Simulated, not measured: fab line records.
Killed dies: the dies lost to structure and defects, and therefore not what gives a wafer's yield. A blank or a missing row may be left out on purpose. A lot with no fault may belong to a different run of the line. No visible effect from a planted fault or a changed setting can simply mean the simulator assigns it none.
Which tool was responsible? || flow nand-harc || 12 lots, 36 wafers sampled, at 5 steps of a route of 1302

== WHAT EACH GAUGE READ, for each wafer ==
NHARC_A_SOURCE_PLATE_THK_MEAS_09: measures by ellipsometry. Usual: thk-nm reads 9.7 nm (standard deviation 1.1).
{"lot": "L269", "measured": "day 7 18:53", "on": "film-metro-01", "thk-nm (nm)": "7.7 10.7 10.4", "flag": ""}
{"lot": "L270", "measured": "day 8 11:58", "on": "film-metro-01", "thk-nm (nm)": "10.6 7.9 10.1", "flag": ""}
{"lot": "L272", "measured": "day 9 01:14", "on": "film-metro-02", "thk-nm (nm)": "11.7 7.7 8.4", "flag": ""}
{"lot": "L279", "measured": "day 11 18:29", "on": "film-metro-02", "thk-nm (nm)": "10.6 10.7 8.9", "flag": ""}
{"lot": "L281", "measured": "day 12 11:27", "on": "film-metro-02", "thk-nm (nm)": "10.3 9.7 8.4", "flag": ""}
{"lot": "L282", "measured": "day 13 04:33", "on": "film-metro-01", "thk-nm (nm)": "11.5 10.0 9.3", "flag": ""}
{"lot": "L284", "measured": "day 14 03:04", "on": "film-metro-01", "thk-nm (nm)": "10.0 8.2 11.1", "flag": ""}
{"lot": "L286", "measured": "day 14 17:10", "on": "film-metro-01", "thk-nm (nm)": "9.6 9.2 8.4", "flag": ""}
{"lot": "L287", "measured": "day 15 01:52", "on": "film-metro-01", "thk-nm (nm)": "9.9 10.7 10.5", "flag": ""}
{"lot": "L289", "measured": "day 15 18:50", "on": "film-metro-02", "thk-nm (nm)": "10.6 12.3 11.7", "flag": ""}
{"lot": "L290", "measured": "day 16 15:19", "on": "film-metro-01", "thk-nm (nm)": "8.9 7.6 8.7", "flag": ""}
{"lot": "L291", "measured": "day 16 23:09", "on": "film-metro-01", "thk-nm (nm)": "7.7 10.6 9.9", "flag": ""}

NHARC_A_SOURCE_PLATE_INSPECT_08. Usual: raw-defect-count reads 64 (standard deviation 29).
{"lot": "L269", "measured": "day 8 08:15", "on": "defect-inspect-02", "raw-defect-count": "56 129 73", "flag": ""}
{"lot": "L270", "measured": "day 9 00:28", "on": "defect-inspect-01", "raw-defect-count": "49 20 40", "flag": ""}
{"lot": "L272", "measured": "day 9 14:23", "on": "defect-inspect-02", "raw-defect-count": "67 110 59", "flag": ""}
{"lot": "L279", "measured": "day 12 07:51", "on": "defect-inspect-01", "raw-defect-count": "49 67 120", "flag": ""}
{"lot": "L281", "measured": "day 13 00:07", "on": "defect-inspect-01", "raw-defect-count": "90 40 49", "flag": ""}
{"lot": "L282", "measured": "day 13 17:44", "on": "defect-inspect-02", "raw-defect-count": "70 62 52", "flag": ""}
{"lot": "L284", "measured": "day 14 16:25", "on": "defect-inspect-01", "raw-defect-count": "29 68 117", "flag": ""}
{"lot": "L286", "measured": "day 15 06:22", "on": "defect-inspect-02", "raw-defect-count": "112 42 78", "flag": ""}
{"lot": "L287", "measured": "day 15 17:32", "on": "defect-inspect-01", "raw-defect-count": "72 52 53", "flag": ""}
{"lot": "L289", "measured": "day 16 11:42", "on": "defect-inspect-02", "raw-defect-count": "23 106 61", "flag": ""}
{"lot": "L290", "measured": "day 17 04:34", "on": "defect-inspect-02", "raw-defect-count": "86 89 96", "flag": ""}
{"lot": "L291", "measured": "day 17 15:58", "on": "defect-inspect-01", "raw-defect-count": "56 103 80", "flag": ""}

NHARC_A_ONON_D1_THK_MEAS_34: measures by ellipsometry. Usual: thk-nm reads 200.3 nm (standard deviation 2.8).
{"lot": "L269", "measured": "day 8 21:26", "on": "film-metro-01", "thk-nm (nm)": "197.0 197.4 198.8", "flag": ""}
{"lot": "L270", "measured": "day 9 14:12", "on": "film-metro-01", "thk-nm (nm)": "200.1 199.9 201.7", "flag": ""}
{"lot": "L272", "measured": "day 10 03:54", "on": "film-metro-01", "thk-nm (nm)": "201.8 197.1 203.6", "flag": ""}
{"lot": "L279", "measured": "day 12 21:31", "on": "film-metro-01", "thk-nm (nm)": "186.7 188.2 194.0", "flag": "OFF"}
{"lot": "L281", "measured": "day 13 13:29", "on": "film-metro-01", "thk-nm (nm)": "187.4 188.3 190.8", "flag": "OFF"}
{"lot": "L282", "measured": "day 14 07:24", "on": "film-metro-02", "thk-nm (nm)": "203.2 203.1 205.8", "flag": ""}
{"lot": "L284", "measured": "day 15 08:40", "on": "film-metro-02", "thk-nm (nm)": "201.5 200.7 204.6", "flag": ""}
{"lot": "L286", "measured": "day 15 19:31", "on": "film-metro-02", "thk-nm (nm)": "198.0 201.6 198.9", "flag": ""}
{"lot": "L287", "measured": "day 16 06:43", "on": "film-metro-01", "thk-nm (nm)": "197.2 196.7 196.6", "flag": ""}
{"lot": "L289", "measured": "day 17 04:22", "on": "film-metro-01", "thk-nm (nm)": "199.1 199.4 200.8", "flag": ""}
{"lot": "L290", "measured": "day 17 18:01", "on": "film-metro-02", "thk-nm (nm)": "202.9 202.0 204.5", "flag": ""}
{"lot": "L291", "measured": "day 18 05:43", "on": "film-metro-01", "thk-nm (nm)": "201.8 200.6 201.7", "flag": ""}

== WHAT TOOL EACH LOT RAN ON (gives the tool, then ch and the chambers of the sampled wafers, and finally the start) ==
{"lot": "L269", "NHARC_A_ZERO_WELL_ETCH_19": "rie-diel-04 ch 0,2,3, day 7 10:07", "NHARC_A_ONON_D1_DEP_33": "pecvd-02 ch 0,2, day 8 21:01"}
{"lot": "L270", "NHARC_A_ZERO_WELL_ETCH_19": "rie-diel-02 ch 1,3, day 8 04:17", "NHARC_A_ONON_D1_DEP_33": "pecvd-01 ch 0,1, day 9 13:50"}
{"lot": "L272", "NHARC_A_ZERO_WELL_ETCH_19": "rie-diel-02 ch 0,3, day 8 16:41", "NHARC_A_ONON_D1_DEP_33": "pecvd-04 ch 0,2, day 10 03:29"}
{"lot": "L279", "NHARC_A_ZERO_WELL_ETCH_19": "rie-diel-04 ch 1,3, day 11 09:19", "NHARC_A_ONON_D1_DEP_33": "pecvd-02 ch 1,2, day 12 21:07"}
{"lot": "L281", "NHARC_A_ZERO_WELL_ETCH_19": "rie-diel-04 ch 1,2, day 12 03:28", "NHARC_A_ONON_D1_DEP_33": "pecvd-02 ch 0,1, day 13 13:07"}
{"lot": "L282", "NHARC_A_ZERO_WELL_ETCH_19": "rie-diel-02 ch 0,1,3, day 12 20:26", "NHARC_A_ONON_D1_DEP_33": "pecvd-04 ch 0,2, day 14 06:59"}
{"lot": "L284", "NHARC_A_ZERO_WELL_ETCH_19": "rie-diel-04 ch 0,1, day 13 18:19", "NHARC_A_ONON_D1_DEP_33": "pecvd-04 ch 1,2, day 15 08:18"}
{"lot": "L286", "NHARC_A_ZERO_WELL_ETCH_19": "rie-diel-04 ch 1,2,3, day 14 08:18", "NHARC_A_ONON_D1_DEP_33": "pecvd-01 ch 1,2, day 15 19:05"}
{"lot": "L287", "NHARC_A_ZERO_WELL_ETCH_19": "rie-diel-04 ch 0,1,3, day 14 16:59", "NHARC_A_ONON_D1_DEP_33": "pecvd-01 ch 0,1,2, day 16 06:22"}
{"lot": "L289", "NHARC_A_ZERO_WELL_ETCH_19": "rie-diel-04 ch 0,1,3, day 15 10:20", "NHARC_A_ONON_D1_DEP_33": "pecvd-01 ch 0,1,2, day 17 04:00"}
{"lot": "L290", "NHARC_A_ZERO_WELL_ETCH_19": "rie-diel-02 ch 0,1,2, day 16 00:20", "NHARC_A_ONON_D1_DEP_33": "pecvd-04 ch 1,2, day 17 17:36"}
{"lot": "L291", "NHARC_A_ZERO_WELL_ETCH_19": "rie-diel-02 ch 0,1, day 16 15:08", "NHARC_A_ONON_D1_DEP_33": "pecvd-04 ch 0,1,2, day 18 05:18"}
- NHARC_A_ZERO_WELL_ETCH_19: etches the open film in N2/H2, target depth 80 nm, overetch 24 nm, time 87.88 s.
- NHARC_A_ONON_D1_DEP_33: deposits SiO2, target thk 200 nm.

== WHAT THE TOOLS THEMSELVES READ (means of the sampled wafers that have a number; where no wafer has one, the mark that the record gives instead) ==
NHARC_A_ZERO_WELL_ETCH_19. Usual: drypump-motor-current-A 5.8 A, standard deviation 0.56; mfc-ar-sccm 0.013 sccm, standard deviation 0.015; oes-product-au 1.001 a.u., standard deviation 0.008; rf-vpp-V 430 V, standard deviation 3.1; showerhead-plenum-p-Torr 2.01 Torr, standard deviation 0.11; throttle-valve-pct 14.171 %, standard deviation 0.0097.
{"lot": "L269", "tool": "rie-diel-04", "drypump-motor-current-A (A)": 5.6, "mfc-ar-sccm (sccm)": 0.005, "oes-product-au (a.u.)": 0.993, "rf-vpp-V (V)": 428, "showerhead-plenum-p-Torr (Torr)": 1.93, "throttle-valve-pct (%)": 14.170, "flag": ""}
{"lot": "L270", "tool": "rie-diel-02", "drypump-motor-current-A (A)": 5.8, "mfc-ar-sccm (sccm)": 0.009, "oes-product-au (a.u.)": 1.001, "rf-vpp-V (V)": 432, "showerhead-plenum-p-Torr (Torr)": 2.10, "throttle-valve-pct (%)": 14.162, "flag": ""}
{"lot": "L272", "tool": "rie-diel-02", "drypump-motor-current-A (A)": 5.1, "mfc-ar-sccm (sccm)": 0.014, "oes-product-au (a.u.)": 1.009, "rf-vpp-V (V)": 429, "showerhead-plenum-p-Torr (Torr)": 2.00, "throttle-valve-pct (%)": 14.178, "flag": ""}
{"lot": "L279", "tool": "rie-diel-04", "drypump-motor-current-A (A)": 6.2, "mfc-ar-sccm (sccm)": 0.024, "oes-product-au (a.u.)": 0.996, "rf-vpp-V (V)": 430, "showerhead-plenum-p-Torr (Torr)": 2.04, "throttle-valve-pct (%)": 14.166, "flag": ""}
{"lot": "L281", "tool": "rie-diel-04", "drypump-motor-current-A (A)": 6.0, "mfc-ar-sccm (sccm)": 0.014, "oes-product-au (a.u.)": 1.007, "rf-vpp-V (V)": 430, "showerhead-plenum-p-Torr (Torr)": 2.01, "throttle-valve-pct (%)": 14.179, "flag": ""}
{"lot": "L282", "tool": "rie-diel-02", "drypump-motor-current-A (A)": 5.5, "mfc-ar-sccm (sccm)": 0.012, "oes-product-au (a.u.)": 0.998, "rf-vpp-V (V)": 431, "showerhead-plenum-p-Torr (Torr)": 2.04, "throttle-valve-pct (%)": 14.174, "flag": ""}
{"lot": "L284", "tool": "rie-diel-04", "drypump-motor-current-A (A)": 5.5, "mfc-ar-sccm (sccm)": 0.014, "oes-product-au (a.u.)": 0.998, "rf-vpp-V (V)": 429, "showerhead-plenum-p-Torr (Torr)": 2.00, "throttle-valve-pct (%)": 14.163, "flag": ""}
{"lot": "L286", "tool": "rie-diel-04", "drypump-motor-current-A (A)": 6.1, "mfc-ar-sccm (sccm)": 0.019, "oes-product-au (a.u.)": 1.000, "rf-vpp-V (V)": 431, "showerhead-plenum-p-Torr (Torr)": 2.03, "throttle-valve-pct (%)": 14.167, "flag": ""}
{"lot": "L287", "tool": "rie-diel-04", "drypump-motor-current-A (A)": 5.8, "mfc-ar-sccm (sccm)": 0.019, "oes-product-au (a.u.)": 0.996, "rf-vpp-V (V)": 430, "showerhead-plenum-p-Torr (Torr)": 2.02, "throttle-valve-pct (%)": 14.167, "flag": ""}
{"lot": "L289", "tool": "rie-diel-04", "drypump-motor-current-A (A)": 5.9, "mfc-ar-sccm (sccm)": 0.019, "oes-product-au (a.u.)": 0.998, "rf-vpp-V (V)": 430, "showerhead-plenum-p-Torr (Torr)": 2.02, "throttle-valve-pct (%)": 14.160, "flag": ""}
{"lot": "L290", "tool": "rie-diel-02", "drypump-motor-current-A (A)": 5.6, "mfc-ar-sccm (sccm)": 0.002, "oes-product-au (a.u.)": 1.005, "rf-vpp-V (V)": 429, "showerhead-plenum-p-Torr (Torr)": 2.01, "throttle-valve-pct (%)": 14.167, "flag": ""}
{"lot": "L291", "tool": "rie-diel-02", "drypump-motor-current-A (A)": 5.5, "mfc-ar-sccm (sccm)": 0.002, "oes-product-au (a.u.)": 1.006, "rf-vpp-V (V)": 432, "showerhead-plenum-p-Torr (Torr)": 2.08, "throttle-valve-pct (%)": 14.171, "flag": ""}

NHARC_A_ONON_D1_DEP_33. Usual: heater-power-outer-w 268 W, standard deviation 59; heater-power-w 529 W, standard deviation 86; rf-fwd-power-W 897.4 W, standard deviation 2.7; showerhead-vpp-V 1850 V, standard deviation 71; throttle-valve-pct 15.9 %, standard deviation 0.63.
{"lot": "L269", "tool": "pecvd-02", "heater-power-outer-w (W)": 327, "heater-power-w (W)": 640, "rf-fwd-power-W (W)": 897.7, "showerhead-vpp-V (V)": 1916, "throttle-valve-pct (%)": 16.2, "flag": ""}
{"lot": "L270", "tool": "pecvd-01", "heater-power-outer-w (W)": 244, "heater-power-w (W)": 505, "rf-fwd-power-W (W)": 897.3, "showerhead-vpp-V (V)": 1807, "throttle-valve-pct (%)": 16.1, "flag": ""}
{"lot": "L272", "tool": "pecvd-04", "heater-power-outer-w (W)": 298, "heater-power-w (W)": 570, "rf-fwd-power-W (W)": 899.0, "showerhead-vpp-V (V)": 1837, "throttle-valve-pct (%)": 15.5, "flag": ""}
{"lot": "L279", "tool": "pecvd-02", "heater-power-outer-w (W)": 320, "heater-power-w (W)": 585, "rf-fwd-power-W (W)": 792.2, "showerhead-vpp-V (V)": 1776, "throttle-valve-pct (%)": 16.2, "flag": "OFF"}
{"lot": "L281", "tool": "pecvd-02", "heater-power-outer-w (W)": 351, "heater-power-w (W)": 669, "rf-fwd-power-W (W)": 792.1, "showerhead-vpp-V (V)": 1760, "throttle-valve-pct (%)": 16.2, "flag": "OFF"}
{"lot": "L282", "tool": "pecvd-04", "heater-power-outer-w (W)": 306, "heater-power-w (W)": 575, "rf-fwd-power-W (W)": 900.8, "showerhead-vpp-V (V)": 1845, "throttle-valve-pct (%)": 15.4, "flag": ""}
{"lot": "L284", "tool": "pecvd-04", "heater-power-outer-w (W)": 269, "heater-power-w (W)": 523, "rf-fwd-power-W (W)": 895.8, "showerhead-vpp-V (V)": 1883, "throttle-valve-pct (%)": 15.8, "flag": ""}
{"lot": "L286", "tool": "pecvd-01", "heater-power-outer-w (W)": 295, "heater-power-w (W)": 538, "rf-fwd-power-W (W)": 895.7, "showerhead-vpp-V (V)": 1878, "throttle-valve-pct (%)": 15.6, "flag": ""}
{"lot": "L287", "tool": "pecvd-01", "heater-power-outer-w (W)": 240, "heater-power-w (W)": 497, "rf-fwd-power-W (W)": 896.0, "showerhead-vpp-V (V)": 1855, "throttle-valve-pct (%)": 16.0, "flag": ""}
{"lot": "L289", "tool": "pecvd-01", "heater-power-outer-w (W)": 276, "heater-power-w (W)": 533, "rf-fwd-power-W (W)": 896.5, "showerhead-vpp-V (V)": 1827, "throttle-valve-pct (%)": 16.2, "flag": ""}
{"lot": "L290", "tool": "pecvd-04", "heater-power-outer-w (W)": 254, "heater-power-w (W)": 504, "rf-fwd-power-W (W)": 895.2, "showerhead-vpp-V (V)": 1902, "throttle-valve-pct (%)": 16.3, "flag": ""}
{"lot": "L291", "tool": "pecvd-04", "heater-power-outer-w (W)": 248, "heater-power-w (W)": 493, "rf-fwd-power-W (W)": 895.8, "showerhead-vpp-V (V)": 1825, "throttle-valve-pct (%)": 15.8, "flag": ""}

== THE ANSWER, worked out from the rows above alone ==
Rule: lot off if the mean of its wafers having a number is beyond 3 standard deviations from the usual mean. A lot without any number at a reading at which 4 lots or more have one is off too. All remaining lots with rows at the step are treated as sound. First the gauges in route order, then the tools' own readings, where a lot's mean is used as printed above. At the first step where some lot is off, the reading lying furthest off is the one used; lots without a number count as furthest.
Off at NHARC_A_ONON_D1_THK_MEAS_34 (thk-nm): L279, L281.
If a tool, at a process step before that reading, ran all the lots that are off and no sound lot after the first of them, it fits. The gauges at NHARC_A_ONON_D1_THK_MEAS_34 aren't tried: what is off there is off at NHARC_A_ONON_D1_DEP_33 too, on other tools, and a gauge's error can't cause that. One fits: NHARC_A_ONON_D1_DEP_33 on pecvd-02. Its last sound lot is L269 (day 8 21:01), its first lot that is off L279 (day 12 21:07): a fault that began between those two fits.
The tool's own readings at NHARC_A_ONON_D1_DEP_33 bear it out: on the lots that are off they differ by more than 5 times the standard deviation of the sound lots' means. rf-fwd-power-W reads 792.2 W there against 897.0 W on the sound lots.

== WHAT THE SIMULATOR PUT IN ==
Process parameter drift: pecvd-02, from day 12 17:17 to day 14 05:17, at NHARC_A_ONON_D1_DEP_33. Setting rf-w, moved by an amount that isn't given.
Shown lots that were struck: L279, L281. The same result came from the rule above.
